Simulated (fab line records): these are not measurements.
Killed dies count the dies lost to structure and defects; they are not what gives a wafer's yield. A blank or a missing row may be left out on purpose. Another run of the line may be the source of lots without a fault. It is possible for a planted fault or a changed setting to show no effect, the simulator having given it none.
Matching of chambers || flow n5_finfet || N5_BEOL_M9_CURE_72 on uv_cure-03: 3 sister chambers
The step cures SiCOH lowk, time 120 s. 3 wafers are shown with their chamber, then 10 later ones without.

== EACH WAFER AND ITS CHAMBER ==
{"wafer": "L076.5", "chamber": 0, "wafer_temp_C_max": 371.3}
{"wafer": "L078.6", "chamber": 1, "wafer_temp_C_max": 370.9}
{"wafer": "L082.5", "chamber": 2, "wafer_temp_C_max": 371.2}

== WAFERS MISSING THEIR CHAMBER ==
{"wafer": "L082.6", "wafer_temp_C_max": 371.2}
{"wafer": "L086.1", "wafer_temp_C_max": 371.0}
{"wafer": "L086.4", "wafer_temp_C_max": 371.0}
{"wafer": "L086.5", "wafer_temp_C_max": 370.8}
{"wafer": "L089.2", "wafer_temp_C_max": 370.7}
{"wafer": "L089.4", "wafer_temp_C_max": 371.0}
{"wafer": "L089.5", "wafer_temp_C_max": 371.4}
{"wafer": "L090.1", "wafer_temp_C_max": 371.0}
{"wafer": "L090.4", "wafer_temp_C_max": 370.7}
{"wafer": "L090.6", "wafer_temp_C_max": 371.0}

== THE CHAMBER EACH PASSED THROUGH ==
{"wafer": "L082.6", "from the rows above": "can't be placed: 2 or 0", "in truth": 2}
{"wafer": "L086.1", "from the rows above": "can't be placed: 1 or 2 or 0", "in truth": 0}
{"wafer": "L086.4", "from the rows above": "can't be placed: 1 or 2 or 0", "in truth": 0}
{"wafer": "L086.5", "from the rows above": 1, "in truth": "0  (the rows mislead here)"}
{"wafer": "L089.2", "from the rows above": 1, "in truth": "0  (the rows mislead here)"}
{"wafer": "L089.4", "from the rows above": "can't be placed: 1 or 2 or 0", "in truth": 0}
{"wafer": "L089.5", "from the rows above": "can't be placed: 0 or 2", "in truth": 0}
{"wafer": "L090.1", "from the rows above": "can't be placed: 1 or 2 or 0", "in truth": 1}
{"wafer": "L090.4", "from the rows above": 1, "in truth": 1}
{"wafer": "L090.6", "from the rows above": "can't be placed: 1 or 2 or 0", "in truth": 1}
Placed correctly: 1 of 10. Unplaceable from these rows: 7, with the true chamber sitting among the candidates in 7. Number placed wrongly: 2.
How it was worked out, from the rows above alone: a wafer's distance from a chamber is the root of the sum, over the readings, of the square of ((its reading less the chamber's mean) divided by the reading's scatter). If the next closest chamber is less than 2 further off than the closest, the wafer can't be placed; otherwise it belongs to the closest. Each chamber's mean is taken over the wafers shown for it. The scatter: root of mean squared gap, hidden wafer to nearest shown wafer, with one shown wafer a chamber.
